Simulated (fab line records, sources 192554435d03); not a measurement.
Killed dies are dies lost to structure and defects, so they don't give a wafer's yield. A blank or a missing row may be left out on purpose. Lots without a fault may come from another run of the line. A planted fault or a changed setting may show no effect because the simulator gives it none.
Which tool did it? | flow n5_finfet | 9 lots, 26 wafers sampled, at 6 steps of a route of 1938

WHAT THE GAUGES READ, wafer by wafer
N5_STI_FIN_REVEAL_FIN_H_MEAS_10.
lot  | measured    | on     | trench_depth_nm (nm)
L739 | day 3 06:37 | ocd-02 | 52.8 52.3 51.5
L740 | day 3 07:56 | ocd-01 | 52.7 52.5
L748 | day 5 08:26 | ocd-01 | 51.5 52.6 51.6
L751 | day 6 02:46 | ocd-02 | 52.5 52.4 51.9
L754 | day 6 19:42 | ocd-02 | 46.8 46.7 47.3
L755 | day 7 02:16 | ocd-02 | 52.0 51.1 52.8
L756 | day 7 10:17 | ocd-01 | 47.6 47.6 47.7
L759 | day 8 02:52 | ocd-02 | 52.4 52.2 52.5
L760 | day 8 06:56 | ocd-01 | 52.1 52.1 52.3

N5_DUMMY_GATE_THK_MEAS_05.
lot  | measured    | on            | thk_nm (nm)
L739 | day 3 11:27 | film_metro-01 | 71.9 73.2 72.0
L740 | day 3 15:06 | film_metro-02 | 72.2 71.2
L748 | day 5 12:43 | film_metro-01 | 72.6 72.6 73.4
L751 | day 6 07:02 | film_metro-02 | 71.8 71.7 72.9
L754 | day 7 01:47 | film_metro-02 | 72.2 72.2 72.7
L755 | day 7 08:22 | film_metro-02 | 71.2 70.6 71.0
L756 | day 7 15:42 | film_metro-01 | 72.6 74.9 74.7
L759 | day 8 07:38 | film_metro-02 | 72.3 72.0 73.9
L760 | day 8 11:11 | film_metro-02 | 72.6 71.0 71.2

N5_BEOL_M4_RC_MEAS_101.
lot  | measured     | on        | DIBL_N (mV/V)  | DIBL_P (mV/V)  | IOFF_N (nA/um)    | IOFF_N_85C (nA/um) | IOFF_P (nA/um) | IOFF_P_85C (nA/um) | ION_N (uA/um) | ION_P (uA/um) | SS_N (mV/dec)  | SS_P (mV/dec)  | VT_N (mV)   | VT_P (mV)
L739 | day 8 12:00  | prober-01 | 34.8 35.9 33.8 | 36.8 38.6 35.6 | 0.153 0.169 0.124 | 3.0 3.2 2.5        | 0.19 0.20 0.17 | 3.3 3.5 3.0        | 687 676 654   | 462 455 454   | 71.7 72.1 71.4 | 73.5 73.4 72.9 | 252 252 260 | -255 -253 -256
L740 | day 8 14:39  | prober-02 | 35.5 34.7      | 36.8 35.0      | 0.138 0.136       | 2.7 2.7            | 0.18 0.16      | 3.2 2.9            | 668 668       | 454 452       | 71.2 71.5      | 73.5 72.3      | 251 253     | -256 -256
L748 | day 10 20:29 | prober-01 | 37.3 34.3 36.1 | 35.7 32.8 35.5 | 0.166 0.124 0.151 | 3.2 2.5 3.0        | 0.25 0.20 0.24 | 4.1 3.4 4.0        | 657 670 660   | 460 469 459   | 72.1 70.5 71.3 | 73.9 72.4 73.4 | 250 252 250 | -248 -249 -249
L751 | day 11 14:14 | prober-02 | 34.7 35.5 37.9 | 34.8 36.1 38.3 | 0.127 0.143 0.178 | 2.6 2.9 3.5        | 0.18 0.19 0.23 | 3.3 3.4 4.0        | 663 675 670   | 454 457 457   | 71.2 71.6 72.4 | 73.1 72.4 74.4 | 253 252 251 | -252 -251 -249
L754 | day 12 09:48 | prober-02 | 43.4 49.5 49.8 | 42.4 40.3 39.9 | 0.386 1.015 1.063 | 6.6 14.9 15.4      | 0.46 0.41 0.37 | 6.9 6.3 5.8        | 620 614 619   | 427 420 428   | 78.7 90.3 90.9 | 78.1 78.3 77.6 | 250 253 253 | -250 -256 -253
L755 | day 12 13:02 | prober-02 | 35.2 36.1 35.1 | 34.7 35.8 34.6 | 0.118 0.131 0.127 | 2.4 2.7 2.6        | 0.16 0.18 0.16 | 3.0 3.2 3.0        | 661 667 680   | 454 457 464   | 71.2 71.2 70.7 | 73.4 73.6 73.3 | 254 255 251 | -257 -252 -255
L756 | day 12 17:01 | prober-02 | 41.1 42.1 43.3 | 38.1 36.6 39.1 | 0.306 0.420 0.474 | 5.3 7.0 7.6        | 0.32 0.30 0.40 | 5.1 4.9 6.2        | 619 609 612   | 427 424 424   | 76.9 80.8 81.3 | 76.0 75.5 77.4 | 253 254 253 | -249 -251 -249
L759 | day 13 12:37 | prober-02 | 36.8 38.7 39.1 | 35.2 38.1 38.4 | 0.157 0.199 0.213 | 3.1 3.8 4.0        | 0.21 0.26 0.27 | 3.5 4.4 4.4        | 681 683 697   | 468 467 475   | 70.7 71.9 72.5 | 73.0 73.8 74.2 | 253 245 244 | -250 -244 -248
L760 | day 13 15:45 | prober-02 | 34.6 34.9 35.7 | 34.7 33.6 34.8 | 0.133 0.135 0.154 | 2.7 2.7 3.0        | 0.19 0.16 0.19 | 3.4 3.0 3.4        | 665 679 681   | 458 461 459   | 71.8 71.3 71.5 | 72.8 72.4 73.6 | 251 252 250 | -251 -253 -249

WHICH TOOL RAN EACH LOT (tool, then ch and the chambers of the sampled wafers, then the start)
lot  | N5_FIN_CUT_PRECLEAN_35            | N5_STI_FIN_REVEAL_DENSIFY_30    | N5_STI_FIN_REVEAL_ETCHBACK_08
L739 | vapor_etch-01 ch 0,1, day 2 15:43 | rtp_anneal-01 ch 0, day 3 03:31 | rie_diel-05 ch 0,3, day 3 03:40
L740 | vapor_etch-01 ch 0, day 2 21:51   | rtp_anneal-01 ch 0, day 3 04:28 | rie_diel-05 ch 2, day 3 04:39
L748 | vapor_etch-01 ch 0, day 4 22:20   | rtp_anneal-02 ch 0, day 5 05:16 | rie_diel-02 ch 0,2, day 5 05:28
L751 | vapor_etch-02 ch 0,1, day 5 16:06 | rtp_anneal-02 ch 0, day 5 23:02 | rie_diel-02 ch 0,1,2, day 5 23:14
L754 | vapor_etch-01 ch 0,1, day 6 09:44 | rtp_anneal-02 ch 0, day 6 16:32 | rie_diel-02 ch 1,2,3, day 6 16:45
L755 | vapor_etch-01 ch 0,1, day 6 17:16 | rtp_anneal-01 ch 0, day 6 23:06 | rie_diel-05 ch 0,2,3, day 6 23:19
L756 | vapor_etch-01 ch 0, day 6 22:49   | rtp_anneal-02 ch 0, day 7 06:59 | rie_diel-02 ch 1,2,3, day 7 07:19
L759 | vapor_etch-01 ch 1, day 7 17:14   | rtp_anneal-01 ch 0, day 7 23:11 | rie_diel-06 ch 2,3, day 7 23:54
L760 | vapor_etch-02 ch 1, day 7 21:49   | rtp_anneal-02 ch 0, day 8 03:37 | rie_diel-05 ch 0,2,3, day 8 03:58
- N5_FIN_CUT_PRECLEAN_35: cleans in vHF, time 13.3 s.
- N5_STI_FIN_REVEAL_DENSIFY_30
- N5_STI_FIN_REVEAL_ETCHBACK_08: etches SiO2 in C4F6/O2, target depth 30.5 nm, time 10.167 s.

WHAT THE TOOLS THEMSELVES READ (means of the sampled wafers that have a number; where no wafer has one, the mark that the record gives instead)
N5_FIN_CUT_PRECLEAN_35.
lot  | tool          | drypump_motor_current_A (A)
L739 | vapor_etch-01 | 5.3
L740 | vapor_etch-01 | 5.9
L748 | vapor_etch-01 | 5.9
L751 | vapor_etch-02 | 6.0
L754 | vapor_etch-01 | 5.3
L755 | vapor_etch-01 | 5.6
L756 | vapor_etch-01 | 5.9
L759 | vapor_etch-01 | 5.0
L760 | vapor_etch-02 | 6.5

N5_STI_FIN_REVEAL_DENSIFY_30.
lot  | tool          | lamp_power_pct (%) | lamp_zone_3_pct (%)
L739 | rtp_anneal-01 | 11.54              | 11.528
L740 | rtp_anneal-01 | 11.56              | 11.537
L748 | rtp_anneal-02 | 11.54              | 11.552
L751 | rtp_anneal-02 | 11.54              | 11.539
L754 | rtp_anneal-02 | 11.51              | 11.536
L755 | rtp_anneal-01 | 11.58              | 11.522
L756 | rtp_anneal-02 | 11.51              | 11.542
L759 | rtp_anneal-01 | 11.51              | 11.536
L760 | rtp_anneal-02 | 11.57              | 11.547

N5_STI_FIN_REVEAL_ETCHBACK_08.
lot  | tool        | drypump_motor_current_A (A) | oes_product_au (a.u.) | rf_vpp_V (V) | showerhead_plenum_p_Torr (Torr) | throttle_valve_pct (%)
L739 | rie_diel-05 | 5.5                         | 0.86                  | 663          | 2.97                            | 21.06
L740 | rie_diel-05 | 4.9                         | 0.77                  | 680          | 2.95                            | 20.77
L748 | rie_diel-02 | 5.6                         | 0.79                  | 653          | 2.91                            | 21.49
L751 | rie_diel-02 | 6.0                         | 0.77                  | 656          | 2.89                            | 21.26
L754 | rie_diel-02 | 5.8                         | 0.66                  | 647          | 2.85                            | 21.32
L755 | rie_diel-05 | 5.3                         | 0.79                  | 670          | 2.94                            | 21.08
L756 | rie_diel-02 | 5.8                         | 0.67                  | 647          | 2.85                            | 21.33
L759 | rie_diel-06 | 5.6                         | 0.82                  | 664          | 2.89                            | 21.33
L760 | rie_diel-05 | 5.3                         | 0.78                  | 670          | 2.93                            | 21.10

THE ANSWER, worked out from the rows above alone
Rule: what is usual is taken from the lots themselves. Put in order of their means at a reading, lots are off if they are a third of the lots or fewer, leave a main group of 4 or more, and stand apart from it by a gap of 3 or more times the standard deviation of the main group's means; of several such gaps the widest counts. A main group whose means are all the same, to the digits that the tables above print for the reading, isn't used. A lot without any number at a reading at which 4 lots or more have one is off too. The other lots that the step has rows for count as sound. The gauges are gone through in route order, then the tools' own readings, and for those a lot's mean is taken as printed above. The first step at which some lot is off is used, and at that step the reading that is off furthest; a lot without a number counts as furthest.
Off: L754, L756, at N5_STI_FIN_REVEAL_FIN_H_MEAS_10 (trench_depth_nm). The main group: mean 52.2 nm, standard deviation 0.22.
A tool fits if, at a process step before that reading, it ran every lot that is off, and no sound lot after the first of them. The gauges at N5_STI_FIN_REVEAL_FIN_H_MEAS_10 aren't tried: what is off there is off at N5_BEOL_M4_RC_MEAS_101 too, on other tools, and a gauge's error can't cause that. One fits: rie_diel-02 at N5_STI_FIN_REVEAL_ETCHBACK_08. Its last sound lot is L751 (day 5 23:14), its first lot that is off L754 (day 6 16:45): a fault that began between those two fits.

WHAT THE SIMULATOR HAD PUT IN
Process parameter drift: rie_diel-02, from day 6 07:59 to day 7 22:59, at N5_STI_FIN_REVEAL_ETCHBACK_08. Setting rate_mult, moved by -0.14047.
Lots struck among those shown: L754, L756. The rule above found the same.
